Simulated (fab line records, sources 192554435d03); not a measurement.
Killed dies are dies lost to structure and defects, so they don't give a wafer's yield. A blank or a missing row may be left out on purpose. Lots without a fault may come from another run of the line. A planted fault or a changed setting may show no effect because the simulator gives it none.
Chamber matching | flow n5_finfet | N5_HKMG_FIN_STRIP_89 on rie_diel-03: 4 sister chambers
The step strips SOC in N2/H2, time 20 s. 4 wafers are shown with their chamber, then 11 later ones without.

WAFERS WITH THEIR CHAMBER
wafer  | chamber | throttle_valve_pct (%)
L088.6 | 2       | 18.5
L090.5 | 1       | 18.2
L090.6 | 0       | 19.5
L093.1 | 3       | 19.4

WAFERS WITHOUT THEIR CHAMBER
wafer  | throttle_valve_pct (%)
L093.5 | 19.6
L093.6 | 18.6
L095.1 | 18.2
L095.3 | 18.6
L095.5 | 19.5
L096.2 | 18.6
L096.4 | 18.2
L096.6 | 19.6
L097.2 | 18.2
L097.3 | 19.4
L097.4 | 18.6

WHICH CHAMBER EACH WENT THROUGH
wafer  | from the rows above     | in truth
L093.5 | can't be placed: 0 or 3 | 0
L093.6 | 2                       | 2
L095.1 | 1                       | 1
L095.3 | 2                       | 2
L095.5 | can't be placed: 0 or 3 | 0
L096.2 | 2                       | 2
L096.4 | 1                       | 1
L096.6 | can't be placed: 0 or 3 | 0
L097.2 | 1                       | 1
L097.3 | can't be placed: 3 or 0 | 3
L097.4 | 2                       | 2
Placed correctly: 7 of 11. Can't be placed from these rows: 4 (the true chamber is among the candidates in 4). Placed wrongly: 0.
How it was worked out, from the rows above alone: a wafer's distance from a chamber is the root of the sum, over the readings, of the square of ((its reading less the chamber's mean) divided by the reading's scatter). The wafer belongs to the nearest chamber; if the next one is less than 2 further off, it can't be placed. A chamber's mean is the mean of its shown wafers. The scatter: with one shown wafer a chamber, the root of the mean of the squares of how far each hidden wafer lies from its nearest shown one.
